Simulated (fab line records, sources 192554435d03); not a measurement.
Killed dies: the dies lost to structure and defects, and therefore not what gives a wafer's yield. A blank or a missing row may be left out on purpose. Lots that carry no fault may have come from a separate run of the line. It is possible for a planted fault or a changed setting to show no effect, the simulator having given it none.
Split-lot trial -- flow n5 finfet -- 21 wafers read across 7 lots, on a route 1938 steps long

THE SPLIT
At N5_BEOL_M1_DEP_57 (deposits SiCN from 3MS/NH3, target thk 8 nm, time 14 s), the setting time s was moved away from the recipe's 14 s on 6 of the 21 wafers read, by -13.8% to -5.5%. For the rest of the wafers, this setting stayed at what the recipe calls for.

The reading comes from the split's own step.

THE READING
SiCN_of_BEOL_M1_DEP_57.thk nm (the simulator's own value, which no gauge read), in nm, at N5_BEOL_M1_DEP_57 (deposits SiCN from 3MS/NH3, target thk 8 nm, time 14 s). No usual value for it is given in the file. Average 8.0 nm, standard deviation 0.17 nm, over the 15 wafers here run with the recipe.

wafer,"tool, chamber at the split","time s as run, s",against the recipe,"SiCN_of_BEOL_M1_DEP_57.thk nm, nm",against lot-mates on the recipe
L074.1,"pecvd-03, 1",12.07,-13.8%,7,-1.0
L074.2,"pecvd-03, 2",14,recipe,8,-
L074.5,"pecvd-03, 0",12.07,-13.8%,6.8,-1.2
L078.1,"pecvd-03, 0",14,recipe,7.8,-
L078.4,"pecvd-03, 0",14,recipe,7.8,-
L078.3,"pecvd-03, 1",14,recipe,8,-
L079.1,"pecvd-04, 2",14,recipe,7.8,-
L079.2,"pecvd-04, 0,1",14,recipe,8,-
L079.6,"pecvd-04, 0,1",14,recipe,8,-
L080.4,"pecvd-04, 2,0",12.58,-10.1%,7.4,-0.8
L080.5,"pecvd-04, 2,0",12.58,-10.1%,7.4,-0.8
L080.6,"pecvd-04, 1",14,recipe,8.2,-
L084.2,"pecvd-03, 2,1",14,recipe,8.2,-
L084.4,"pecvd-03, 2,1",14,recipe,8.2,-
L084.3,"pecvd-03, 1",14,recipe,8,-
L089.2,"pecvd-04, 1",14,recipe,7.6,-
L089.3,"pecvd-04, 0",14,recipe,7.8,-
L089.4,"pecvd-04, 0",14,recipe,8,-
L091.1,"pecvd-03, 2,0",13.23,-5.5%,7.6,-0.4
L091.6,"pecvd-03, 2,0",13.23,-5.5%,7.6,-0.4
L091.2,"pecvd-03, 1",14,recipe,8,-
When a row names more than one chamber, that row covers several wafers, and the file does not tell which wafer ran in which chamber.

THE FIT
A straight line over all 21 wafers: SiCN_of_BEOL_M1_DEP_57.thk nm changes by +0.0695 nm for each +1% of time s; r = +0.91; the points scatter about the line by 0.16 nm.
The same after taking each lot's own level away (the mean of its wafers on the recipe; 21 wafers): +0.0791 nm for each +1%; r = +0.97; scatter 0.098 nm.
Per that fit: largest time s move, reading shift of 1.1 nm.
Across the lots, their own levels run from 7.80 to 8.20 nm, a range of 2.4 times the standard deviation given above.
Hence the slope depends on the lot-to-lot level, as the two fits are not the same.
Check: -1.12 nm against its lot-mates is what the line predicts for one of the wafers moved furthest among these (-13.8%) when that wafer is left out of the fit. It came out at -1 nm against them.

OTHER SPLITS ON THESE WAFERS
Note: prior to the reading, these wafers also went through further splits. Each is held against what the fit with the lots' levels taken away leaves over:
other split on the same wafers,wafers away from the commonest value,r with SiCN_of_BEOL_M1_DEP_57.thk nm (lot level and that fit taken away)
N5_ILD0_ALD_15 ald cycles,6,-0.42
N5_GATE_CUT_ETCH_58 time s,7,+0.03
N5_GATE_CUT_COAT_27 spin rpm,4,+0.07
N5_GATE_CUT_COAT_07 spin rpm,4,-0.28
N5_MOL_CONTACT_COAG_VIA_ETCH_117 bias w,7,-0.06
N5_BEOL_M0_CUTY_COAT_51 spin rpm,4,-0.13
N5_BEOL_M0_CUTY_ETCH_63 source w,7,+0.09
N5_BEOL_M1_DESCUM_33 time s,9,+0.10

FILE'S OWN FIT
SiCN_of_BEOL_M1_DEP_57.thk nm changes by +0.0788 nm for each +1% of time s, r = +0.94.
